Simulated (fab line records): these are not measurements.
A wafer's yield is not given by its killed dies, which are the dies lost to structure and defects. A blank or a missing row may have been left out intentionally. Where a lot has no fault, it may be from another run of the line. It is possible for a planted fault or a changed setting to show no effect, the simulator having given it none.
A struck lot beside a sound one ; flow nand-harc ; 15 out of 1159 route steps
Sound: these wafers, L806.1, L806.3, L806.4. Struck: wafers L808.4, L808.6 (left out: L808.1, a lot-mate that was not struck); the cause follows at the end.
Each step with rows lists, per side, the tool, then ch with its chambers, then its first start. Under that, the readings that differ: sound wafers ; struck wafers ; difference of the means ; sigmas: that difference in standard deviations of wafers without a fault.
alike: readings with means less than 2 such deviations apart, plus words and numbers identical on both sides. not compared: withheld readings, readings lacking a value on some wafer, bounds such as >300 that could conceal the same value, and numbers that have no deviation in the record and whose values overlap.
Wherever a step has rows on one side only, a row that says differs or no value, or a row with sigmas, the two part there. Non-overlapping numbers with no deviation appear without sigmas and do not part them. A reading missing from all wafers of one side parts the sides only when that side holds two or more wafers.

first, 4 steps without rows for these wafers: NHARC_A_BONDPAD_EBR_05; NHARC_A_BONDPAD_EXPOSE_06 (exposes mask A BPAD); NHARC_A_BONDPAD_PEB_07 (peb time 80 s); NHARC_A_BONDPAD_DEVELOP_08 (time 50 s).
NHARC_A_BONDPAD_CD_MEAS_09 targets a cd of 500 nm.
  sound on cd-sem-03 ch 0, day 18 05:40; struck on cd-sem-03 ch 0, day 19 22:50
reading;sound;struck;difference;sigmas
cd-nm (nm);497.0 499.0 494.0;502.8 500.6;+5.0;+2
NHARC_A_BONDPAD_OVL_MEAS_35:
  sound on overlay-01 at day 18 05:45; struck on overlay-01 at day 19 22:55
  alike: overlay-x-nm, overlay-y-nm
then, 1 step without rows for these wafers: NHARC_A_BONDPAD_HARDBAKE_10 (time 65 s).
NHARC_A_BONDPAD_DESCUM_11: chemistry O2, time 3 s.
  sound on rie-diel-11 ch 0,1,2, day 18 05:53; struck on rie-diel-03 ch 1,3, day 19 23:04
  alike: drypump-motor-current-A, mfc-ar-sccm, oes-product-au, rf-vpp-V, showerhead-plenum-p-Torr, throttle-valve-pct
  not compared: rf-hours-counter-h
NHARC_A_BONDPAD_ETCH_34: etches the open film in N2/H2, target depth 60 nm, overetch 18 nm, time 65.91 s.
  sound on rie-diel-11 ch 0,1,2, day 18 05:58; struck on rie-diel-03 ch 3, day 19 23:09
reading;sound;struck;difference;sigmas
rf-vpp-V (V);431.6 426.2 425.9;434.1 433.2;+5.8;+2
  alike: drypump-motor-current-A, mfc-ar-sccm, oes-product-au, showerhead-plenum-p-Torr, throttle-valve-pct
  not compared: rf-hours-counter-h
NHARC_A_BONDPAD_ETCH_12: etches the open film in CHF3/O2, target depth 220 nm, time 110 s.
  sound on rie-diel-11 ch 0,1,3; struck on rie-diel-03 ch 1,3
  alike: chf3-flow-sccm, drypump-motor-current-A, mfc-ar-sccm, oes-product-au, rf-vpp-V, showerhead-plenum-p-Torr, throttle-valve-pct
  not compared: rf-hours-counter-h
NHARC_A_BONDPAD_CD_MEAS_13:
  sound on cd-sem-01 at day 18 06:12; struck on cd-sem-01 at day 19 23:23
  alike: cd-nm
NHARC_A_BONDPAD_STRIP_15: strips in O2.
  sound on rie-diel-03 ch 0,1,2, day 18 06:17; struck on rie-diel-03 ch 2, day 19 23:28
  alike: drypump-motor-current-A, mfc-ar-sccm, oes-product-au, rf-vpp-V, showerhead-plenum-p-Torr, throttle-valve-pct
  not compared: rf-hours-counter-h
NHARC_A_BONDPAD_ETCH_24: etches the open film in CF4/N2, target depth 30 nm, time 72.99 s.
  sound on rie-diel-03 ch 1,2,3, day 18 06:26; struck on rie-diel-03 ch 0, day 19 23:36
reading;sound;struck;difference;sigmas
oes-product-au (a.u.);1.002 1.006 0.997;0.782 0.771;-0.225;-30
  alike: drypump-motor-current-A, mfc-ar-sccm, rf-vpp-V, showerhead-plenum-p-Torr, throttle-valve-pct
  not compared: rf-hours-counter-h
then, 1 step without rows for these wafers: NHARC_A_BONDPAD_STRIP_16 (strips in post etch residue remover, time 600 s).
NHARC_END_SORT_01:
  sound on prober-02 ch 0, day 20 01:17; struck on prober-01 ch 0, day 21 08:18
reading;sound;struck;difference;sigmas
defect-limited-yield (%);97.2 98.2 97.9;0 0.1;-98;-65
killed-at-array;16 9 10;669 673;+659;+69
killed-at-other;0 2 0;5 2;+3;+2
killed-dies;19 12 14;677 676;+662;+66
sort_bin_2_pct (%);0.6 0.4 0.7;97.3 97.5;+96.8;+99 or more
sort-n-pass;658 665 663;0 1;-662;-66
sort-rim-yield-pct (%);95.3 100.0 97.2;0 0;-98;-35
sort-yield-pct (%);97.2 98.2 97.9;0 0.1;-98;-65
  alike: killed-at-periphery, killed-open, killed-short, sort_bin_3_pct, sort_bin_4_pct

## WHERE THEY PART
Earliest at NHARC_A_BONDPAD_CD_MEAS_09; latest, in this record, at NHARC_END_SORT_01.

WHY: what had been put in by the simulator
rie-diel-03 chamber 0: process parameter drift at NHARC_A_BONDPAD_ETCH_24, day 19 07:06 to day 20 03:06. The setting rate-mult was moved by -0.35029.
